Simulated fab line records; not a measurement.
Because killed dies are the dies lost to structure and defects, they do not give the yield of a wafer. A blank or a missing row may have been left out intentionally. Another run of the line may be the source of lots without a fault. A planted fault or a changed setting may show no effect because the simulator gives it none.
Which tool was responsible? ; flow nand_harc ; 24 lots, 72 wafers sampled, at 5 steps of a route of 1302

## WHAT EACH GAUGE READ, for each wafer
NHARC_A_CONTACT_CD_MEAS_53. Usual: cd_nm at 289.4 nm, with a standard deviation of 0.87.
lot;measured;on;cd_nm (nm);flag
L075;day 22 04:41;cd_sem-01;290.0 289.7 290.4;
L074;day 22 04:46;cd_sem-02;288.8 289.4 289.3;
L076;day 22 10:01;cd_sem-01;288.9 288.2 287.8;
L077;day 23 10:26;cd_sem-01;289.5 289.3 290.0;
L079;day 23 18:29;cd_sem-01;288.6 289.1 288.8;
L078;day 24 07:53;cd_sem-01;289.2 289.5 289.8;
L081;day 24 15:31;cd_sem-01;290.3 290.1 290.4;
L080;day 25 06:26;cd_sem-03;289.1 287.9 288.9;
L082;day 25 03:16;cd_sem-03;289.9 290.4 290.2;
L083;day 25 09:46;cd_sem-03;288.6 287.6 288.0;
L084;day 25 15:01;cd_sem-02;290.8 289.7 290.5;
L085;day 26 07:14;cd_sem-02;290.3 289.7 289.3;
L087;day 26 17:08;cd_sem-02;290.1 289.6 289.7;
L086;day 26 14:14;cd_sem-01;290.4 290.4 290.6;
L088;day 28 01:02;cd_sem-01;290.4 290.0 290.0;
L089;day 28 02:16;cd_sem-02;288.9 290.1 289.6;
L090;day 28 17:29;cd_sem-01;289.0 289.9 288.8;
L091;day 28 18:18;cd_sem-03;289.3 289.4 289.3;
L092;day 29 02:13;cd_sem-02;287.9 287.8 288.3;
L093;day 29 17:36;cd_sem-03;290.0 290.0 289.9;
L096;day 30 01:39;cd_sem-03;290.4 289.4 288.8;
L094;day 30 01:53;cd_sem-03;289.0 290.6 289.5;
L095;day 30 05:44;cd_sem-01;287.9 288.1 287.6;
L097;day 31 13:13;cd_sem-02;289.1 289.1 289.2;

## WHAT TOOL EACH LOT RAN ON (gives the tool, then ch and the chambers of the sampled wafers, and finally the start)
lot;NHARC_A_WL_FILL_ETCHBACK_04;NHARC_A_WL_FILL_ETCHBACK_05;NHARC_A_CONTACT_ETCH_112;NHARC_A_CONTACT_ETCH_122
L075;rie_metal-02 ch 0, day 20 16:04;rie_metal-02 ch 0, day 20 16:31;har_cap_etch-03 ch 0,1, day 22 01:36;har_cap_etch-03 ch 0,1, day 22 03:19
L074;rie_metal-03 ch 0,1, day 20 16:25;rie_metal-03 ch 0,1, day 20 16:38;har_cap_etch-02 ch 0,1, day 22 00:56;har_cap_etch-02 ch 0,1, day 22 03:12
L076;rie_metal-01 ch 0,1, day 21 05:04;rie_metal-01 ch 0,1, day 21 05:19;har_cap_etch-02 ch 0,1, day 22 06:10;har_cap_etch-02 ch 0,1, day 22 08:26
L077;rie_metal-01 ch 0,1, day 22 06:35;rie_metal-01 ch 0,1, day 22 06:46;har_cap_etch-01 ch 0,1, day 23 07:17;har_cap_etch-01 ch 0,1, day 23 09:00
L079;rie_metal-01 ch 0,1, day 22 13:19;rie_metal-01 ch 0,1, day 22 13:34;har_cap_etch-03 ch 0,1, day 23 15:20;har_cap_etch-03 ch 0,1, day 23 17:02
L078;rie_metal-03 ch 0,1, day 23 03:57;rie_metal-03 ch 0,1, day 23 04:08;har_cap_etch-03 ch 0,1, day 24 04:53;har_cap_etch-03 ch 0,1, day 24 06:35
L081;rie_metal-02 ch 0,1, day 23 10:34;rie_metal-02 ch 0,1, day 23 10:49;har_cap_etch-01 ch 0,1, day 24 12:26;har_cap_etch-01 ch 0,1, day 24 14:08
L080;rie_metal-03 ch 0,1, day 23 23:03;rie_metal-03 ch 0,1, day 23 23:15;har_cap_etch-03 ch 0,1, day 25 03:25;har_cap_etch-03 ch 0,1, day 25 05:07
L082;rie_metal-02 ch 0,1, day 23 23:17;rie_metal-02 ch 0,1, day 23 23:32;har_cap_etch-02 ch 0,1, day 25 00:11;har_cap_etch-02 ch 0,1, day 25 01:53
L083;rie_metal-01 ch 0,1, day 24 04:28;rie_metal-01 ch 1, day 24 04:44;har_cap_etch-01 ch 1, day 25 06:42;har_cap_etch-01 ch 1, day 25 08:25
L084;rie_metal-03 ch 1, day 24 11:37;rie_metal-03 ch 0,1, day 24 11:51;har_cap_etch-01 ch 0,1, day 25 11:56;har_cap_etch-01 ch 0,1, day 25 13:39
L085;rie_metal-03 ch 0,1, day 25 03:48;rie_metal-03 ch 0,1, day 25 04:01;har_cap_etch-02 ch 0,1, day 26 04:10;har_cap_etch-02 ch 0,1, day 26 05:53
L087;rie_metal-01 ch 0,1, day 25 10:38;rie_metal-01 ch 0,1, day 25 10:50;har_cap_etch-02 ch 0,1, day 26 13:16;har_cap_etch-02 ch 0,1, day 26 15:32
L086;rie_metal-02 ch 0,1, day 25 12:33;rie_metal-02 ch 0,1, day 25 12:43;har_cap_etch-01 ch 0,1, day 26 11:13;har_cap_etch-01 ch 0,1, day 26 12:55
L088;rie_metal-03 ch 1, day 26 21:10;rie_metal-03 ch 1, day 26 21:34;har_cap_etch-03 ch 0,1, day 27 21:59;har_cap_etch-03 ch 0,1, day 27 23:41
L089;rie_metal-01 ch 1, day 26 22:34;rie_metal-01 ch 0,1, day 26 22:53;har_cap_etch-01 ch 0,1, day 27 23:13;har_cap_etch-01 ch 0,1, day 28 00:55
L090;rie_metal-03 ch 1, day 27 11:22;rie_metal-03 ch 0,1, day 27 11:48;har_cap_etch-01 ch 0,1, day 28 14:26;har_cap_etch-01 ch 0,1, day 28 16:08
L091;rie_metal-01 ch 0,1, day 27 11:31;rie_metal-01 ch 1, day 27 11:43;har_cap_etch-02 ch 0,1, day 28 14:46;har_cap_etch-02 ch 0,1, day 28 16:28
L092;rie_metal-01 ch 0,1, day 27 22:19;rie_metal-01 ch 0,1, day 27 22:34;har_cap_etch-02 ch 0,1, day 28 23:10;har_cap_etch-02 ch 0,1, day 29 00:52
L093;rie_metal-03 ch 0,1, day 28 09:04;rie_metal-03 ch 0,1, day 28 09:16;har_cap_etch-02 ch 0,1, day 29 14:35;har_cap_etch-02 ch 0,1, day 29 16:17
L096;rie_metal-01 ch 0,1, day 28 19:23;rie_metal-01 ch 0, day 28 19:36;har_cap_etch-01 ch 0,1, day 29 22:37;har_cap_etch-01 ch 0,1, day 30 00:19
L094;rie_metal-03 ch 0,1, day 28 21:28;rie_metal-03 ch 0,1, day 28 21:44;har_cap_etch-02 ch 0,1, day 29 22:50;har_cap_etch-02 ch 0,1, day 30 00:32
L095;rie_metal-01 ch 0,1, day 29 00:41;rie_metal-01 ch 0,1, day 29 00:52;har_cap_etch-01 ch 0,1, day 30 02:43;har_cap_etch-01 ch 0,1, day 30 04:26
L097;rie_metal-01 ch 0,1, day 30 02:02;rie_metal-01 ch 0,1, day 30 02:14;har_cap_etch-01 ch 0,1, day 31 10:10;har_cap_etch-01 ch 0,1, day 31 11:52
- NHARC_A_WL_FILL_ETCHBACK_04: etches the open film in NF3, target depth 60 nm, time 120 s.
- NHARC_A_WL_FILL_ETCHBACK_05: etches the open film in Cl2/BCl3, target depth 22 nm, time 60 s.
- NHARC_A_CONTACT_ETCH_112: etches the open film in C4F8/O2/Ar, time 190 s, target depth 1850 nm.
- NHARC_A_CONTACT_ETCH_122: etches the open film in C4F8/O2/Ar, time 190 s, target depth 1850 nm.

## AS READ BY THE TOOLS THEMSELVES (means over the sampled wafers that have a number; for cases with no such wafer, the mark the record gives instead)
NHARC_A_WL_FILL_ETCHBACK_04. Usual: drypump_motor_current_A 5.47 A, standard deviation 0.16; oes_product_au 1.001 a.u., standard deviation 0.0075.
lot;tool;drypump_motor_current_A (A);oes_product_au (a.u.);flag
L075;rie_metal-02;5.61;0.990;
L074;rie_metal-03;5.33;1.007;
L076;rie_metal-01;5.64;1.003;
L077;rie_metal-01;5.63;0.994;
L079;rie_metal-01;5.61;1.004;
L078;rie_metal-03;5.31;1.004;
L081;rie_metal-02;5.46;0.990;
L080;rie_metal-03;5.31;1.002;
L082;rie_metal-02;5.32;0.997;
L083;rie_metal-01;5.62;1.005;
L084;rie_metal-03;5.32;1.011;
L085;rie_metal-03;5.32;1.005;
L087;rie_metal-01;5.59;1.001;
L086;rie_metal-02;5.44;0.996;
L088;rie_metal-03;5.35;1.002;
L089;rie_metal-01;5.66;1.012;
L090;rie_metal-03;5.31;1.003;
L091;rie_metal-01;5.62;1.002;
L092;rie_metal-01;5.60;1.002;
L093;rie_metal-03;5.32;1.006;
L096;rie_metal-01;5.61;1.001;
L094;rie_metal-03;5.31;1.010;
L095;rie_metal-01;5.61;1.003;
L097;rie_metal-01;5.63;1.001;

NHARC_A_WL_FILL_ETCHBACK_05. Usual: drypump_motor_current_A 5.47 A, standard deviation 0.16; oes_product_au 1.000 a.u., standard deviation 0.0091.
lot;tool;drypump_motor_current_A (A);oes_product_au (a.u.);flag
L075;rie_metal-02;5.60;0.991;
L074;rie_metal-03;5.29;1.009;
L076;rie_metal-01;5.61;0.999;
L077;rie_metal-01;5.64;0.999;
L079;rie_metal-01;5.63;0.988;
L078;rie_metal-03;5.33;1.004;
L081;rie_metal-02;5.46;1.000;
L080;rie_metal-03;5.31;0.998;
L082;rie_metal-02;5.46;0.988;
L083;rie_metal-01;5.65;0.995;
L084;rie_metal-03;5.31;0.991;
L085;rie_metal-03;5.32;1.004;
L087;rie_metal-01;5.63;0.999;
L086;rie_metal-02;5.32;0.989;
L088;rie_metal-03;5.30;1.011;
L089;rie_metal-01;5.58;0.999;
L090;rie_metal-03;5.31;1.003;
L091;rie_metal-01;5.66;1.002;
L092;rie_metal-01;5.59;0.995;
L093;rie_metal-03;5.32;1.005;
L096;rie_metal-01;5.52;1.011;
L094;rie_metal-03;5.31;1.004;
L095;rie_metal-01;5.63;1.008;
L097;rie_metal-01;5.57;1.004;

## THE ANSWER, worked out from the rows above alone
Rule: a lot is off if the mean of its wafers that have a number lies more than 3 standard deviations from the usual mean. A lot without any number at a reading at which 4 lots or more have one is off too. Any other lot the step has rows for is counted as sound. Order of review: gauges by route order, followed by the tools' own readings, for which a lot's mean as printed above is used. The first step at which some lot is off is used, and at that step the reading that is off furthest; a lot without a number counts as furthest.
Nothing can be told from this: no lot is off at any reading shown.

## WHAT THE SIMULATOR HAD INSERTED
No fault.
